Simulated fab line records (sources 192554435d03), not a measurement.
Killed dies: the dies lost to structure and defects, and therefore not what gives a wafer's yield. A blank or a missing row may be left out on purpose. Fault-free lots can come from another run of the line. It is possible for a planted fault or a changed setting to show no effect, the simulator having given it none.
Matching of chambers | flow n5_finfet | cmp-01 running N5_MOL_CONTACT_COAG_CMP_52: 4 sister chambers
The step polishes, stops on SiO2, t overpolish 1.5 s, target thk 66.5 nm. 4 wafers are shown with their chamber, then 9 later ones without.

## WAFERS PAIRED WITH THEIR CHAMBERS
wafer  | chamber | motor_current_A (A)
L088.1 | 2       | 13.5
L088.5 | 0       | 12.4
L089.1 | 3       | 12.7
L089.6 | 1       | 12.1

## WAFERS WHOSE CHAMBER IS MISSING
wafer  | motor_current_A (A)
L093.2 | 13.6
L093.4 | 13.0
L093.6 | 13.1
L094.4 | 11.4
L094.5 | 11.6
L094.6 | 12.5
L096.2 | 14.7
L096.5 | 13.4
L096.6 | 12.6

## THE CHAMBER EACH PASSED THROUGH
wafer  | from the rows above               | in truth
L093.2 | can't be placed: 2 or 3           | 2
L093.4 | can't be placed: 3 or 2 or 0 or 1 | 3
L093.6 | can't be placed: 2 or 3 or 0 or 1 | 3
L094.4 | can't be placed: 1 or 0 or 3      | 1
L094.5 | can't be placed: 1 or 0 or 3      | 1
L094.6 | can't be placed: 0 or 3 or 1 or 2 | 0
L096.2 | can't be placed: 2 or 3           | 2
L096.5 | can't be placed: 2 or 3 or 0      | 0
L096.6 | can't be placed: 3 or 0 or 1 or 2 | 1
Correct placement for 0 of the 9. Cannot be placed on the basis of these rows: 9; the candidates contain the true chamber in 9. Wrongly placed: 0.
How it was worked out, from the rows above alone: a wafer's distance from a chamber is the root of the sum, over the readings, of the square of ((its reading less the chamber's mean) divided by the reading's scatter). The wafer belongs to the nearest chamber; if the next one is less than 2 further off, it can't be placed. A chamber's mean is the mean of its shown wafers. The scatter: root of mean squared gap, hidden wafer to nearest shown wafer, with one shown wafer a chamber.
